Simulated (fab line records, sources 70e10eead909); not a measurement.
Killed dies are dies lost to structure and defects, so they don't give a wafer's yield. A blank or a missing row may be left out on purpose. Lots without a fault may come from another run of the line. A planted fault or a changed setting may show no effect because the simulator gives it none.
fab line records | flow nand_harc
record lots=5 wafers=15 last_day=24
route steps=1159 shown P_CONTACT@217
lots that met no fault: from a run of the same line without faults
start_h: hours from the record's first day to the start of the lot's first wafer shown | wait_h: hours since the lot's step before | " the same as in the row above | L1.1+2: a row that stands for several wafers | - no value, or no start given | * or withheld: withheld | < > ~ a bound
route shown NAME@n: a module of which the file shows steps, and the number in the route of the first | usual: mean/standard deviation of fault-free wafers | same: alike in all rows | chamber/n: place in a boat | sites: the reading at each site | _std_site: their standard deviation | _edge_site: outer sites' mean less inner sites' | radius_mm: how far each site lies from the wafer's centre | mask NAME#n: copy n | behind: the tool/chamber that last shaped the wafer | hold: why the lot was held/for how many hours/how that ended | device: the transistor (n, p or np) that didn't switch | end of line: the same wafers' tests at the end of the route | a step without rows: its recipe alone | killed: dies lost to structure and defects at the first sort, not the wafer's yield | map: a wafer's dies, x killed, . not, _ none there
set.NAME: the setting as run; set.NAME@STEP: as run at that earlier step | model.NAME: the simulator's own value behind a step, which no gauge read
lots at some steps of the route; a table a step, a row a wafer
services: from which hour (start_h, from the record's first day; less than 0 if before it) a tool's chamber was out of use, for how many hours, and why
## steps
# step NHARC_P_CONTACT_DEP_30
# recipe target_thk_a=300 temp_c=400 target_thk_nm=30 flow_sccm=200 rf_w=450 material=SiNx
# usual heater_power_w=740/71
# columns lot.wafer tool chamber start_h wait_h heater_power_w
L114.3 pecvd-04 1 133.51 0.1 839
L114.1 " 2 " " 860
L114.5 " 0 " " 768
L125.3 pecvd-02 2 196.02 0.1 785
L125.2 " 1 " " 785
L125.5 " 0 " " 636
L126.1 pecvd-01 1 199.28 0.1 703
L126.2 " 0 " " 661
L126.5 " 2 " " 773
L131.4 pecvd-02 1 221.05 0.2 682
L131.6 " 2 " " 700
L131.5 " 0 " " 720
L132.1 pecvd-01 1 231.59 0.1 731
L132.4 " 1 " " 727
L132.3 " 2 " " 666
# step NHARC_P_CONTACT_DEP_00
# recipe target_thk_a=5000 temp_c=400 pressure_torr=6.5 rf_w=900 teos_flow_sccm=161.4 flow_sccm=2650 target_thk_nm=500 gas=O2 material=SiO2
# step NHARC_P_CONTACT_CMP_01
# recipe target_thk_nm=200 material=SiO2
# usual edge_zone_pressure_frac=1.000/0.0049 motor_current_A=12.2/0.95
# columns lot.wafer tool chamber start_h wait_h edge_zone_pressure_frac motor_current_A
L114.3 cmp-02 2 134.22 - 0.995 12.0
L114.1 " 3 " " 1.003 12.3
L114.5 " 3 " " 1.005 12.3
L125.2 cmp-01 2 196.73 - 1.004 13.4
L125.3 " 3 " " 0.995 13.0
L125.5 " 3 " " 1.002 12.2
L126.2 cmp-02 2 200.05 - 1.003 10.9
L126.1 " 3 " " 1.005 12.3
L126.5 " 0 " " 0.998 11.0
L131.4 cmp-02 2 221.67 - 0.997 11.5
L131.5 " 1 " " 1.001 13.3
L131.6 " 2 " " 1.001 11.1
L132.1 cmp-04 3 232.60 0.6 1.000 11.5
L132.4 " 0 " " 1.001 12.1
L132.3 " 1 " " 1.005 13.8
# step NHARC_P_CONTACT_SRD_03
# step NHARC_P_CONTACT_DEHYDRATE_04
# recipe temp_c=150 time_s=120
# step NHARC_P_CONTACT_HMDS_05
# recipe time_s=30
# step NHARC_P_CONTACT_COAT_33
# recipe temp_c=260 time_s=75
# step NHARC_P_CONTACT_COAT_34
# recipe temp_c=225 time_s=65
# step NHARC_P_CONTACT_COAT_06
# recipe spin_rpm=1500 resist_thk_nm=90
# step NHARC_P_CONTACT_SOFTBAKE_07
# recipe temp_c=105 time_s=55
# step NHARC_P_CONTACT_EBR_08
# step NHARC_P_CONTACT_EXPOSE_09
# recipe na=1.35 target_cd_nm=90 dose_mj=81.26 mask_id=P_CA
# usual focus_offset_nm=-0.1/0.51 stage_vel_mm_s=500.03/0.28
# columns lot.wafer tool chamber start_h wait_h mask focus_offset_nm stage_vel_mm_s
L114.1 arfi_scanner-02 0 134.90 - P_CA_R1#0 -0.6 499.81
L114.3 " 0 " " P_CA_R1#0 0.0 500.19
L114.5 " 0 " " P_CA_R1#0 0.2 500.21
L125.2 arfi_scanner-03 0 197.44 - P_CA#0 0.0 499.96
L125.3 " 0 " " P_CA#0 -0.2 500.24
L125.5 " 0 " " P_CA#0 0.1 500.13
L126.1 arfi_scanner-01 0 200.73 - P_CA#0 -0.6 500.36
L126.2 " 0 " " P_CA#0 0.7 499.92
L126.5 " 0 " " P_CA#0 0.4 500.09
L131.4 arfi_scanner-01 0 222.22 - P_CA#0 -0.3 500.40
L131.5 " 0 " " P_CA#0 -0.2 499.98
L131.6 " 0 " " P_CA#0 -0.4 500.18
L132.1 arfi_scanner-02 0 233.13 - P_CA#0 -0.6 499.58
L132.3 " 0 " " P_CA#0 0.1 499.17
L132.4 " 0 " " P_CA#0 -0.1 499.74
# step NHARC_P_CONTACT_PEB_10
# recipe peb_temp_c=100 peb_time_s=65
# step NHARC_P_CONTACT_DEVELOP_11
# recipe develop_time_s=35 dev_temp_c=23
# step NHARC_P_CONTACT_CD_MEAS_12
# recipe target_cd_nm=90 landing_energy_ev=500
# usual cd_nm=89.6/0.67
# columns lot.wafer tool chamber start_h wait_h cd_nm
L114.1 cd_sem-01 0 135.05 - 98.9
L114.3 " 0 " " 96.7
L114.5 " 0 " " 97.4
L125.2 cd_sem-03 0 197.58 - 90.2
L125.3 " 0 " " 88.7
L125.5 " 0 " " 89.8
L126.1 cd_sem-01 0 200.87 - 89.7
L126.2 " 0 " " 89.7
L126.5 " 0 " " 89.4
L131.4 cd_sem-03 0 222.35 - 88.7
L131.5 " 0 " " 89.1
L131.6 " 0 " " 89.4
L132.1 cd_sem-02 0 233.28 - 89.1
L132.3 " 0 " " 88.9
L132.4 " 0 " " 89.0
# step NHARC_P_CONTACT_OVL_MEAS_13
# usual overlay_x_nm=0.1/0.94 overlay_y_nm=0.2/0.91
# columns lot.wafer tool chamber start_h wait_h overlay_x_nm overlay_y_nm
L114.1 overlay-02 - 135.13 - 0.7 -0.8
L114.3 " - " " 0.4 -1.5
L114.5 " - " " 1.0 -0.6
L125.2 overlay-02 - 197.67 - 0.1 -1.7
L125.3 " - " " 0.5 -1.5
L125.5 " - " " 0.0 -1.6
L126.1 overlay-01 - 200.96 - -2.4 0.8
L126.2 " - " " -2.2 -0.1
L126.5 " - " " -2.5 0.1
L131.4 overlay-01 - 222.44 - -0.7 0.9
L131.5 " - " " -1.2 0.5
L131.6 " - " " -0.7 0.6
L132.1 overlay-01 - 233.36 - 0.7 0.8
L132.3 " - " " 0.3 1.4
L132.4 " - " " 0.3 1.5
# step NHARC_P_CONTACT_INSPECT_14
# usual raw_defect_count=3.7/2.1
# columns lot.wafer tool chamber start_h wait_h raw_defect_count
L114.1 defect_inspect-01 - 135.17 0.0 7
L114.3 " - " " 3
L114.5 " - " " 7
L125.2 defect_inspect-02 - 197.71 0.0 5
L125.3 " - " " 2
L125.5 " - " " 4
L126.1 defect_inspect-01 - 200.99 0.0 1
L126.2 " - " " 2
L126.5 " - " " 1
L131.4 defect_inspect-01 - 222.47 0.0 5
L131.5 " - " " 1
L131.6 " - " " 4
L132.1 defect_inspect-02 - 233.40 0.0 2
L132.3 " - " " 3
L132.4 " - " " 0
# step NHARC_P_CONTACT_DESCUM_17
# recipe time_s=3 o2_flow_sccm=200 ar_flow_sccm=0 bias_power_w=0 chemistry=O2
# usual drypump_motor_current_A=5.6/0.46 oes_product_au=1.002/0.0098 rf_vpp_V=57.8/0.86 showerhead_plenum_p_Torr=1.90/0.098 throttle_valve_pct=11.310/0.0082
# columns lot.wafer tool chamber start_h wait_h drypump_motor_current_A oes_product_au rf_hours_counter_h rf_vpp_V showerhead_plenum_p_Torr throttle_valve_pct model.P_CONTACT.cd_nm
L114.3 rie_diel-10 1 135.24 0.1 4.9 1.004 9 57.4 1.93 11.303 95.78
L114.1 " 3 " " 6.0 0.996 12 59.8 2.05 11.316 98.26
L114.5 " 1 " " 4.9 1.010 - 57.3 1.93 11.300 96.47
L125.2 rie_diel-10 0 197.77 0.1 4.9 1.006 2 56.4 1.82 11.325 90.18
L125.3 " 1 " " 4.9 1.006 2 57.3 1.93 11.302 88.17
L125.5 " 0 " " 5.0 1.006 - 57.4 1.82 11.317 89.73
L126.2 rie_diel-10 2 201.06 0.1 5.7 0.985 3 59.1 1.88 11.304 89.01
L126.1 " 1 " " 4.9 1.003 3 58.2 1.93 11.297 89.23
L126.5 " 3 " " 6.0 0.985 - 58.7 2.05 11.307 88.7
L131.4 rie_diel-10 0 222.55 0.1 4.9 1.016 5 56.9 1.82 11.303 88.56
L131.6 " 2 " " 5.7 1.009 - 58.2 1.88 11.321 88.95
L131.5 " 3 " " 6.0 0.999 - 58.9 2.05 11.309 88.69
L132.3 rie_diel-08 1 233.46 0.1 5.4 0.992 10 56.3 2.04 11.303 88.83
L132.1 " 3 " " 5.6 0.986 10 57.3 1.80 11.307 89.73
L132.4 " 0 " " 6.5 0.984 10 59.4 2.00 11.295 89.11
# step NHARC_P_CONTACT_ETCH_35
# recipe target_depth_a=390 over_etch_frac=0.3 time_s=65 ion_energy_ev=80 cf4_flow_sccm=150 ar_flow_sccm=0 rf_w=300 bias_w=100 chemistry=CF4
# usual drypump_motor_current_A=5.6/0.46 oes_product_au=1.004/0.0095 rf_vpp_V=151.1/1.4 showerhead_plenum_p_Torr=1.76/0.084 throttle_valve_pct=13.284/0.0094
# columns lot.wafer tool chamber start_h wait_h drypump_motor_current_A oes_product_au rf_hours_counter_h rf_vpp_V showerhead_plenum_p_Torr throttle_valve_pct
L114.1 rie_diel-10 1 135.33 0.1 4.9 1.004 9 150.7 1.79 13.279
L114.3 " 2 " " 5.8 0.991 12 150.2 1.74 13.292
L114.5 " 3 " " 6.0 1.003 - 152.0 1.89 13.279
L125.3 rie_diel-10 0 197.86 0.1 5.0 1.012 2 150.5 1.69 13.294
L125.2 " 1 " " 4.9 1.015 2 151.9 1.78 13.292
L125.5 " 3 " " 6.0 1.002 - 152.9 1.89 13.295
L126.2 rie_diel-10 0 201.15 0.1 5.0 1.019 3 150.5 1.69 13.298
L126.1 " 1 " " 4.9 1.014 3 150.2 1.78 13.288
L126.5 " 0 " " 4.9 1.011 - 150.9 1.69 13.305
L131.4 rie_diel-10 2 222.62 0.1 5.7 1.001 6 150.8 1.74 13.296
L131.6 " 2 " " 5.7 1.001 - 151.9 1.74 13.284
L131.5 " 3 " " 6.0 1.006 - 153.9 1.89 13.278
L132.1 rie_diel-08 3 233.55 0.1 5.5 0.985 10 151.0 1.67 13.287
L132.3 " 0 " " 6.4 0.997 10 151.9 1.84 13.266
L132.4 " 1 " " 5.4 1.007 10 153.0 1.87 13.274
# step NHARC_P_CONTACT_ETCH_36
# recipe target_depth_a=2600 over_etch_frac=0.25 time_s=406.25 ion_energy_ev=200 n2_flow_sccm=150 h2_flow_sccm=150 ar_flow_sccm=0 rf_w=400 bias_w=150 chemistry=N2/H2
# usual drypump_motor_current_A=5.6/0.46 oes_product_au=1.003/0.0089 rf_vpp_V=430/3.1 showerhead_plenum_p_Torr=2.02/0.11 throttle_valve_pct=14.171/0.0091
# columns lot.wafer tool chamber start_h wait_h drypump_motor_current_A oes_product_au rf_hours_counter_h rf_vpp_V showerhead_plenum_p_Torr throttle_valve_pct
L114.1 rie_diel-10 1 - - 4.9 1.009 9 431 2.06 14.175
L114.3 " 2 " " 5.7 0.992 12 429 2.01 14.162
L114.5 " 1 " " 4.9 1.002 - 430 2.06 14.166
L125.2 rie_diel-10 1 - - 4.9 1.020 2 431 2.06 14.164
L125.3 " 2 " " 5.7 1.008 3 430 2.01 14.169
L125.5 " 0 " " 5.0 1.012 - 429 1.94 14.173
L126.1 rie_diel-10 3 - - 6.0 0.999 3 433 2.19 14.172
L126.2 " 1 " " 4.9 1.010 3 431 2.06 14.155
L126.5 " 3 " " 6.0 0.999 - 434 2.19 14.175
L131.4 rie_diel-10 0 - - 5.0 0.999 5 429 1.94 14.170
L131.5 " 3 " " 6.0 1.002 - 434 2.19 14.172
L131.6 " 0 " " 5.0 1.008 - 429 1.94 14.164
L132.3 rie_diel-08 0 - - 6.4 1.003 10 433 2.13 14.165
L132.4 " 1 " " 5.4 1.009 10 434 2.17 14.184
L132.1 " 2 " " 5.4 1.006 10 427 1.89 14.161
# step NHARC_P_CONTACT_ETCH_18
# recipe target_depth_a=4810 time_s=240.5 c4f8_flow_sccm=20 o2_flow_sccm=10 ar_flow_sccm=withheld rf_w=600 bias_w=1500 chemistry=C4F8/O2/Ar
# usual oes_product_au=0.967/0.015 rf_vpp_V=978/6.6
# columns lot.wafer tool chamber start_h wait_h oes_product_au rf_hours_counter_h rf_vpp_V
L114.1 rie_diel-10 3 - - 0.969 13 987
L114.3 " 0 " " 0.955 13 971
L114.5 " 0 " " 0.952 - 971
L125.2 rie_diel-10 3 - - 0.961 3 987
L125.3 " 2 " " 0.983 3 977
L125.5 " 0 " " 0.972 - 971
L126.2 rie_diel-10 2 - - 0.972 3 976
L126.1 " 3 " " 0.955 4 988
L126.5 " 1 " " 0.988 - 979
L131.4 rie_diel-10 0 - - 0.999 6 972
L131.6 " 1 " " 0.992 - 978
L131.5 " 2 " " 0.966 - 976
L132.4 rie_diel-08 1 - - 0.957 10 986
L132.1 " 2 " " 0.954 11 968
L132.3 " 3 " " 0.968 10 971
# step NHARC_P_CONTACT_STRIP_37
# recipe c4f8_flow_sccm=withheld o2_flow_sccm=8 ar_flow_sccm=withheld bias_w=0 chemistry=C4F8/O2/Ar
# step NHARC_P_CONTACT_ETCH_31
# recipe target_depth_a=300 time_s=85.7 ion_energy_ev=120 over_etch_frac=1 ch3f_flow_sccm=50 o2_flow_sccm=30 ar_flow_sccm=200 rf_w=500 bias_w=100 chemistry=CH3F/O2
# usual drypump_motor_current_A=5.6/0.47 oes_product_au=0.984/0.011 rf_vpp_V=244.0/1.8 showerhead_plenum_p_Torr=2.44/0.12 throttle_valve_pct=20.662/0.0085
# columns lot.wafer tool chamber start_h wait_h drypump_motor_current_A oes_product_au rf_hours_counter_h rf_vpp_V showerhead_plenum_p_Torr throttle_valve_pct model.P_CONTACT.cd_nm
L114.3 rie_diel-10 1 - - 4.9 0.975 9 245.5 2.49 20.658 94.03
L114.1 " 2 " " 5.8 0.979 12 243.8 2.42 20.650 95.7
L114.5 " 3 " " 6.0 0.983 - 247.4 2.63 20.657 94.48
L125.2 rie_diel-10 3 - - 6.0 0.986 3 247.2 2.63 20.660 90.95
L125.3 " 1 " " 4.9 0.994 3 244.2 2.48 20.654 88.12
L125.5 " 0 " " 5.0 0.989 - 242.2 2.34 20.666 89.93
L126.1 rie_diel-10 2 - - 5.7 0.975 4 244.3 2.42 20.655 88.21
L126.2 " 0 " " 5.0 1.006 3 243.0 2.34 20.662 90.54
L126.5 " 2 " " 5.7 0.972 - 243.7 2.42 20.669 88.19
L131.4 rie_diel-10 0 - - 4.9 1.000 6 243.1 2.34 20.666 89.14
L131.6 " 2 " " 5.8 0.984 - 244.1 2.42 20.664 89.69
L131.5 " 3 " " 6.0 0.986 - 247.0 2.63 20.659 89.92
L132.4 rie_diel-08 0 - - 6.4 0.989 10 245.1 2.56 20.675 88.7
L132.3 " 1 " " 5.4 0.990 11 245.9 2.61 20.657 89.09
L132.1 " 2 " " 5.4 0.989 11 242.1 2.29 20.665 92.29
# step NHARC_P_CONTACT_CD_MEAS_19
# usual cd_nm=89.4/1.6
# columns lot.wafer tool chamber start_h wait_h cd_nm
L114.1 cd_sem-03 - 136.11 - 96.0
L114.3 " - " " 94.3
L114.5 " - " " 94.6
L125.2 cd_sem-03 - 198.64 - 91.1
L125.3 " - " " 87.8
L125.5 " - " " 90.0
L126.1 cd_sem-01 - 201.92 - 88.2
L126.2 " - " " 90.5
L126.5 " - " " 88.2
L131.4 cd_sem-02 - 223.41 - 89.1
L131.5 " - " " 89.8
L131.6 " - " " 89.5
L132.1 cd_sem-03 - 234.42 - 92.1
L132.3 " - " " 88.9
L132.4 " - " " 89.0
# step NHARC_P_CONTACT_STRIP_28
# recipe o2_flow_sccm=500 ar_flow_sccm=0 bias_w=0 chemistry=O2
## services
# columns tool chamber start_h hours kind
cmp-04 - 110.49 4.0 pm
cmp-02 - 112.48 1.1 repair
rie_diel-08 1 113.04 8.9 repair
pecvd-01 1 113.72 6.4 repair
rie_diel-08 - 124.80 9.0 pm
rie_diel-10 0 131.00 - clean
rie_diel-10 1 131.00 - clean
cmp-02 - 131.34 1.6 repair
arfi_scanner-03 - 140.00 4.0 pm
arfi_scanner-01 - 142.26 0.4 repair
pecvd-02 - 153.56 13.0 pm
cmp-01 - 156.02 1.3 repair
cmp-02 - 157.92 4.0 pm
arfi_scanner-01 - 164.09 1.1 repair
rie_diel-10 - 176.50 9.0 pm
cmp-01 - 180.98 4.0 pm
pecvd-04 - 195.04 13.0 pm
arfi_scanner-01 - 196.00 4.0 pm
cmp-01 - 199.57 4.5 repair
cmp-04 - 208.49 4.0 pm
arfi_scanner-03 - 212.20 0.3 repair
pecvd-01 0 215.17 22.3 repair
rie_diel-08 2 222.42 3.2 repair
rie_diel-08 3 226.48 5.6 repair
## key
first_sign step=NHARC_P_CONTACT_EXPOSE_09 reading=mask direction=changed
effect step=NHARC_P_CONTACT_CD_MEAS_12 reading=cd_nm direction=up sigmas=12 usual=89.6 struck=97.7
effect step=NHARC_P_CONTACT_CD_MEAS_19 reading=cd_nm direction=up sigmas=3.5 usual=89.4 struck=95.0
model_effect step=NHARC_P_CONTACT_DESCUM_17 value=P_CONTACT.cd_nm without=88.63 struck=96.84
model_effect step=NHARC_P_CONTACT_ETCH_31 value=P_CONTACT.cd_nm without=86.53 struck=94.74
met_at NHARC_P_CONTACT_EXPOSE_09
struck_wafers L114.1,L114.3,L114.5
tester_left_out L114
fault kind=wrong_mask tool=any chamber=- onset_h=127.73 steps=NHARC_P_CONTACT_EXPOSE_09 aux_copy=P_CA_R1#0 cd_offset_nm=8.2047 scope=struck_lots_only
# tester_left_out: of these lots the tester's yield and bins aren't shown, on N5 and GAA mostly nor the transistor test; their killed dies are dies lost to structure and defects alone, not to doping, threshold or leakage, so they don't give the yield
